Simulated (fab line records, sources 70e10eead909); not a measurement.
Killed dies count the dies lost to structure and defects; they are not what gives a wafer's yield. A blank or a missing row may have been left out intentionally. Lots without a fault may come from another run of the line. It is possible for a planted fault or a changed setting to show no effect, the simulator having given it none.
Chamber matching :: flow nand_harc :: NHARC_A_WL_FILL_ALD_02 on ald_metal-04 has 4 sister chambers
The step deposits TiN, target thk 2 nm, pulse time 3 s, ald cycles 100. 14 wafers are shown with their chamber, then 7 later ones without.

== WAFERS, EACH WITH ITS CHAMBER ==
wafer: L075.2
chamber: 2
heater_power_w (W): 979
precursor_pulse_height_rel: 0.981

wafer: L075.5
chamber: 0
heater_power_w (W): 1168
precursor_pulse_height_rel: 1.052

wafer: L075.6
chamber: 1
heater_power_w (W): 1091
precursor_pulse_height_rel: 1.008

wafer: L078.3
chamber: 2
heater_power_w (W): 1002
precursor_pulse_height_rel: 1.018

wafer: L078.4
chamber: 0
heater_power_w (W): 1195
precursor_pulse_height_rel: 1.027

wafer: L078.6
chamber: 0
heater_power_w (W): 1194
precursor_pulse_height_rel: 0.996

wafer: L080.2
chamber: 3
heater_power_w (W): 1132
precursor_pulse_height_rel: 0.984

wafer: L080.4
chamber: 0
heater_power_w (W): 1187
precursor_pulse_height_rel: 1.016

wafer: L080.6
chamber: 0
heater_power_w (W): 1210
precursor_pulse_height_rel: 0.980

wafer: L080.1
chamber: 2
heater_power_w (W): 999
precursor_pulse_height_rel: 0.997

wafer: L080.3
chamber: 1
heater_power_w (W): 1098
precursor_pulse_height_rel: 0.978

wafer: L080.5
chamber: 3
heater_power_w (W): 1145
precursor_pulse_height_rel: 1.026

wafer: L093.1
chamber: 1
heater_power_w (W): 1095
precursor_pulse_height_rel: 0.992

wafer: L093.4
chamber: 2
heater_power_w (W): 993
precursor_pulse_height_rel: 1.021

SIGNATURES (means of the wafers above)
reading: heater_power_w
chamber 0: 1190.80
chamber 1: 1094.67
chamber 2: 993.25
chamber 3: 1138.50
scatter within a chamber: 11.6

reading: precursor_pulse_height_rel
chamber 0: 1.01420
chamber 1: 0.99267
chamber 2: 1.00425
chamber 3: 1.00500
scatter within a chamber: 0.0234
Rule: distance of a wafer from a chamber = root of the sum over the readings of ((wafer's reading minus chamber's mean) / reading's scatter) squared. The wafer belongs to the nearest chamber; if the next one is less than 2 further off, it can't be placed. How the scatter is found: for the shown wafers, subtract from each reading the mean of its chamber, square and add these, divide the total by (wafers less chambers), then take the root.

== WAFERS MISSING THEIR CHAMBER ==
wafer: L093.5
heater_power_w (W): 1213
precursor_pulse_height_rel: 0.982

wafer: L093.2
heater_power_w (W): 1210
precursor_pulse_height_rel: 1.006

wafer: L093.3
heater_power_w (W): 1109
precursor_pulse_height_rel: 0.971

wafer: L093.6
heater_power_w (W): 975
precursor_pulse_height_rel: 1.011

wafer: L095.3
heater_power_w (W): 1088
precursor_pulse_height_rel: 1.004

wafer: L095.5
heater_power_w (W): 1110
precursor_pulse_height_rel: 0.995

wafer: L095.6
heater_power_w (W): 1075
precursor_pulse_height_rel: 0.986

== CHAMBER TAKEN BY EACH ==
wafer: L093.5
from the rows above: 0
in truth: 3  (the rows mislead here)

wafer: L093.2
from the rows above: 0
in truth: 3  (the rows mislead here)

wafer: L093.3
from the rows above: can't be placed: 1 or 3
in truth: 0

wafer: L093.6
from the rows above: 2
in truth: 2

wafer: L095.3
from the rows above: 1
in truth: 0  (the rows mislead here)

wafer: L095.5
from the rows above: can't be placed: 1 or 3
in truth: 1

wafer: L095.6
from the rows above: 1
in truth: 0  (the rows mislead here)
1 of 7 placed correctly. Cannot be placed on the basis of these rows: 2; the candidates contain the true chamber in 1. Placed wrongly: 4.
